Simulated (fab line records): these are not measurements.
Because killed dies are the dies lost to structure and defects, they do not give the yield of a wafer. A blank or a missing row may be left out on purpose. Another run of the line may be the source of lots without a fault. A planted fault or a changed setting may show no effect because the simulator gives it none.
A lot that was struck, set against a sound lot :: flow n5-finfet :: 18 out of 1938 route steps
Sound: wafers L137.1, L137.2, L137.4. Struck: wafer L145.3 (L145.1, L145.2, from the same lot, were not struck and are left out); the cause is given at the end.
Per side, at each step with rows, come the tool, then ch with its chambers, and then its first start. Under that, the readings that differ: sound wafers :: struck wafers :: difference of the means :: sigmas: that difference in standard deviations of wafers without a fault.
alike: words and numbers the same on both sides, and readings whose means are apart by under 2 such deviations; not compared: readings that were withheld, readings missing a value for some wafer, numbers with overlapping values and no deviation given by the record, and bounds like >300 which may hide the same value.
A row with sigmas, a row that says differs or no value, or rows on one side alone: a step with any of these is where the two part. Non-overlapping numbers with no deviation appear without sigmas and do not part them. Lack of a reading on every wafer of one side parts them only where that side has two or more wafers.

N5_BEOL_M0_SAQP_PECVD_03: deposits SiCN from 3MS/NH3, target thk 12 nm, time 21.1 s.
  sound on pecvd-04 ch 0,2, day 5 15:52; struck on pecvd-01 ch 1, day 7 17:06
  alike: showerhead-plenum-p-Torr, throttle-valve-pct
N5_BEOL_M0_SAQP_PECVD_96: deposits a-Si from SiH4/He, target thk 45 nm, time 45.2 s.
  sound on pecvd-04 ch 0,2, day 5 15:54; struck on pecvd-01 ch 1, day 7 17:08
  alike: heater-power-w, showerhead-plenum-p-Torr, throttle-valve-pct
N5_BEOL_M0_SAQP_PECVD_97: deposits SiNx from SiH4/NH3/N2, target thk 23 nm, time 19.9 s.
  sound on pecvd-04 ch 0,2, day 5 15:56; struck on pecvd-01 ch 1, day 7 17:10
  alike: heater-power-w, showerhead-plenum-p-Torr, throttle-valve-pct
N5_BEOL_M0_SAQP_PECVD_04: deposits a-Si from SiH4/He, target thk 60 nm, time 60.2 s.
  sound on pecvd-04 ch 0,2, day 5 15:59; struck on pecvd-01 ch 1, day 7 17:13
  alike: heater-power-w, showerhead-plenum-p-Torr, throttle-valve-pct
N5_BEOL_M0_SAQP_THK_MEAS_05:
  sound: film-metro-01 at day 5 16:05; struck: film-metro-02 at day 7 17:19
  alike: thk-nm
N5_BEOL_M0_SAQP_HM_DEP_111: deposits SiO2 from SiH4/N2O, target thk 12 nm, time 7.2 s.
  sound on pecvd-03 ch 0,1,2, day 5 16:07; struck on pecvd-03 ch 0, day 7 17:20
  alike: heater-power-w, showerhead-plenum-p-Torr
then, 6 steps without rows for these wafers: N5_BEOL_M0_SAQP_COAT_81 (time 60 s, resist thk 100 nm); N5_BEOL_M0_SAQP_COAT_82 (time 60 s, resist thk 30 nm); N5_BEOL_M0_SAQP_COAT_08 (resist thk 90 nm); N5_BEOL_M0_SAQP_EBR_10; N5_BEOL_M0_SAQP_SOFTBAKE_09 (time 60 s); N5_BEOL_M0_SAQP_EXPOSE_11 (exposes mask M0 CORE, target cd 42 nm).
N5_BEOL_M0_SAQP_PEB_12: peb time 60 s.
  sound on litho-track-02 ch 0, day 5 16:22; struck on litho-track-02 ch 0, day 7 17:43
then, 1 step without rows for these wafers: N5_BEOL_M0_SAQP_DEVELOP_13 (develop time 30 s).
N5_BEOL_M0_SAQP_CD_MEAS_14 targets a cd of 42.5 nm.
  sound on cd-sem-02 ch 0, day 5 16:26; struck on cd-sem-02 ch 0, day 7 17:47
reading: cd-nm (nm)
sound: 42.4 42.8 41.8
struck: 40.0
difference: -2.3
sigmas: -6
N5_BEOL_M0_SAQP_OVL_MEAS_15:
  sound on overlay-01 ch 0, day 5 16:28; struck on overlay-02 ch 0, day 7 17:49
  alike: M0_CORE_OVL
-- the record jumps here: 2 days lie between the struck wafers' starts before and after (it left off in module BEOL_M0_SAQP and takes up again in module BEOL_M4, whose first step shown is number 1111 of the route) --
N5_BEOL_M4_RC_MEAS_101:
  sound on prober-02 ch 0, day 8 04:15; struck on prober-02 ch 0, day 9 20:18
  alike: DIBL_N, DIBL_P, IOFF_N, IOFF_P, ION_N, ION_P, SS_N, SS_P, VT_N, VT_P
-- here the record skips 5 days between the struck wafers' starts before and after, leaving off in module BEOL_M4 and picking up in module PASSIVATION (first step shown: number 1936 of the route) --
N5_PASSIVATION_PROBE_49:
  sound: prober-02 at day 12 15:05; struck: prober-01 at day 14 09:41
  alike: defect-limited-yield, killed_at_M0_to_M3, killed_at_M4_up, killed-at-contacts, killed-at-front-end, killed-at-other, killed-dies, killed-open, killed-short, sort_bin_5_function, sort_bin_6_memory, sort_bin_8_speed, sort-n-pass, sort-yield-pct

WHERE THEY PART
Only at N5_BEOL_M0_SAQP_CD_MEAS_14, as far as this record shows. Later steps at which nothing parts them and some readings are alike: N5_BEOL_M0_SAQP_OVL_MEAS_15, N5_BEOL_M4_RC_MEAS_101, N5_PASSIVATION_PROBE_49.

WHY: what the simulator had put in
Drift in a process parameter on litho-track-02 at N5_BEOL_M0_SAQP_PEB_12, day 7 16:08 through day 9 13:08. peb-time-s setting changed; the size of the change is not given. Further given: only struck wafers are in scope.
